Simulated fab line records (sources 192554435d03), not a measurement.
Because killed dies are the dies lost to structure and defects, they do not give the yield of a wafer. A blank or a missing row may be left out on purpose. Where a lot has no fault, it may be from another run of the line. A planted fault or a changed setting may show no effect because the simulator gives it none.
Matching of chambers	flow n5-finfet	N5_BEOL_M11_STRIP_67 on rie-diel-02 has 4 sister chambers
The step strips in CF4. 8 wafers are shown with their chamber, then 7 later ones without.

WAFERS PAIRED WITH THEIR CHAMBERS
wafer	chamber	showerhead-plenum-p-Torr (Torr)	drypump-motor-current-A (A)
L076.2	2	1.76	6.5
L076.3	0	1.83	5.1
L081.4	1	1.77	5.7
L086.1	2	1.75	6.4
L086.2	1	1.77	5.7
L086.4	3	1.89	5.6
L091.3	3	1.89	5.6
L091.4	0	1.83	5.0

WAFERS WHOSE CHAMBER IS MISSING
wafer	showerhead-plenum-p-Torr (Torr)	drypump-motor-current-A (A)
L091.5	1.75	6.5
L096.3	1.76	5.7
L096.5	1.76	5.7
L096.6	1.76	5.8
L095.1	1.75	6.5
L095.4	1.75	6.5
L095.6	1.89	5.6

EACH ONE'S CHAMBER
wafer	from the rows above	in truth
L091.5	2	2
L096.3	1	1
L096.5	1	1
L096.6	1	1
L095.1	2	2
L095.4	2	2
L095.6	3	3
7 of 7 placed correctly. Number that these rows cannot place: 0. Wrongly placed: 0.
How it was worked out, from the rows above alone: a wafer's distance from a chamber is the root of the sum, over the readings, of the square of ((its reading less the chamber's mean) divided by the reading's scatter). If the next closest chamber is less than 2 further off than the closest, the wafer can't be placed; otherwise it belongs to the closest. Each chamber's mean is taken over the wafers shown for it. How the scatter is found: for the shown wafers, subtract from each reading the mean of its chamber, square and add these, divide the total by (wafers less chambers), then take the root.
